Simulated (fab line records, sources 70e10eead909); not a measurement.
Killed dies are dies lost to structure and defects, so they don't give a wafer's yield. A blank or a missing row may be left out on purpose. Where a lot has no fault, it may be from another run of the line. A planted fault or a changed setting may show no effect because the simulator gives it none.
A struck lot beside a sound one | flow nandHarc | 15 steps out of a route of 1159
Sound: wafers L375.2, L375.4, L375.6. Struck: wafer L363.6. (L363.1 of the same lot was not struck and is left out.) The cause comes at the end.
At each step with rows: each side's tool, then ch and its chambers, then its first start. Under that, the readings that differ: sound wafers | struck wafers | difference of the means | sigmas: that difference in standard deviations of wafers without a fault.
alike: readings whose means differ by less than 2 such deviations, and words and numbers that are the same on both sides. not compared: withheld readings, readings that some wafer has no value for, bounds like >300 that may hide the same value, and numbers for which the record gives no deviation and whose values overlap.
A row with sigmas, a row that says differs or no value, or rows on one side alone: a step with any of these is where the two part. When numbers do not overlap yet have no deviation, they are printed without sigmas and do not part them. A reading missing from all wafers of one side parts the sides only when that side holds two or more wafers.

first, 4 steps without rows for these wafers: NHARC_P_GATE_EBR_22; NHARC_P_GATE_EXPOSE_23 (exposes mask P GATE, target cd 120 nm); NHARC_P_GATE_PEB_24 (peb time 65 s); NHARC_P_GATE_DEVELOP_25 (develop time 35 s).
NHARC_P_GATE_CD_MEAS_26: target cd 120 nm.
  sound on cdSem-03 ch 0, day 9 11:50; struck on cdSem-02 ch 0, day 6 15:37
  alike: cdNm
NHARC_P_GATE_OVL_MEAS_27:
  struck on overlay-02, day 6 15:42; sound on overlay-02, day 9 11:55
reading         | sound       | struck | difference | sigmas
overlayYNm (nm) | 2.7 2.6 2.0 | 0.0    | -2.4       | -2
  alike: overlayXNm
NHARC_P_GATE_INSPECT_28:
  struck on defectInspect-02, day 6 15:44; sound on defectInspect-01, day 9 11:57
  alike: rawDefectCount
NHARC_P_GATE_DESCUM_31: chemistry O2, time 3 s.
  sound on rieDiel-08 ch 0,2,3, day 9 12:03; struck on rieDiel-11 ch 1, day 6 15:49
  alike: drypumpMotorCurrentA, oesProductAu, rfVppV, showerheadPlenumPTorr, throttleValvePct
  not compared: rfHoursCounterH
NHARC_P_GATE_ETCH_104: etches the open film in CF4/CHF3, target depth 60 nm.
  sound on rieDiel-08 ch 1,2,3, day 9 12:08; struck on rieDiel-11 ch 3, day 6 15:58
  alike: biasW, drypumpMotorCurrentA, oesProductAu, rfVppV, showerheadPlenumPTorr, throttleValvePct
NHARC_P_GATE_HM_OPEN_105: chemistry O2/COS, target depth 360 nm.
  sound on rieDiel-08 ch 0,2; struck on rieDiel-11 ch 1
  alike: biasW, drypumpMotorCurrentA, oesProductAu, rfVppV, showerheadPlenumPTorr, throttleValvePct
  not compared: rfHoursCounterH
then, 1 step without rows for these wafers: NHARC_P_GATE_STRIP_106 (strips in O2/COS).
NHARC_P_GATE_ETCH_114: etches the open film in CF4/O2, target depth 30 nm, overetch 3 nm, time 16.5 s.
  sound on rieDiel-08 ch 2,3; struck on rieDiel-11 ch 3
  alike: biasW, drypumpMotorCurrentA, oesProductAu, rfVppV, showerheadPlenumPTorr, throttleValvePct
  not compared: rfHoursCounterH
NHARC_P_GATE_ETCH_32: etches the open film in HBr/Cl2, target depth 150 nm, time 100.1 s.
  sound on rieSi-03 ch 0,2, day 9 12:53; struck on rieSi-02 ch 2, day 6 16:53
reading      | sound                | struck | difference | sigmas
biasW (W)    | 100.16 100.73 100.28 | 99.56  | -0.83      | -3
overEtchFrac | 1 1 1                | 1.5888 | +0.5888    | 
  alike: drypumpMotorCurrentA, heBacksideLeakSccm, oesProductAu, throttleValvePct
  not compared: rfHoursCounterH
NHARC_P_GATE_STRIP_108: strips in O2.
  sound on rieDiel-08 ch 0,1,2, day 9 13:02; struck on rieDiel-08 ch 0, day 6 17:02
  alike: drypumpMotorCurrentA, oesProductAu, rfVppV, showerheadPlenumPTorr, throttleValvePct
  not compared: rfHoursCounterH
-- jump in the record: it breaks off in module P_GATE and resumes in module END (first step shown: number 1159 of the route), and 15 days separate the struck wafers' starts before and after --
NHARC_END_SORT_01:
  sound on prober-01 ch 0, day 23 23:04; struck on prober-01 ch 0, day 21 07:59
  alike: killedAtArray, killedAtOther, killedAtPeriphery, killedDies, killedOpen, killedShort

WHERE THEY PART
First at NHARC_P_GATE_OVL_MEAS_27; last, within this record, at NHARC_P_GATE_ETCH_32. Later steps at which nothing parts them and some readings are alike: NHARC_P_GATE_STRIP_108, NHARC_END_SORT_01.

WHY: the cause the simulator had injected
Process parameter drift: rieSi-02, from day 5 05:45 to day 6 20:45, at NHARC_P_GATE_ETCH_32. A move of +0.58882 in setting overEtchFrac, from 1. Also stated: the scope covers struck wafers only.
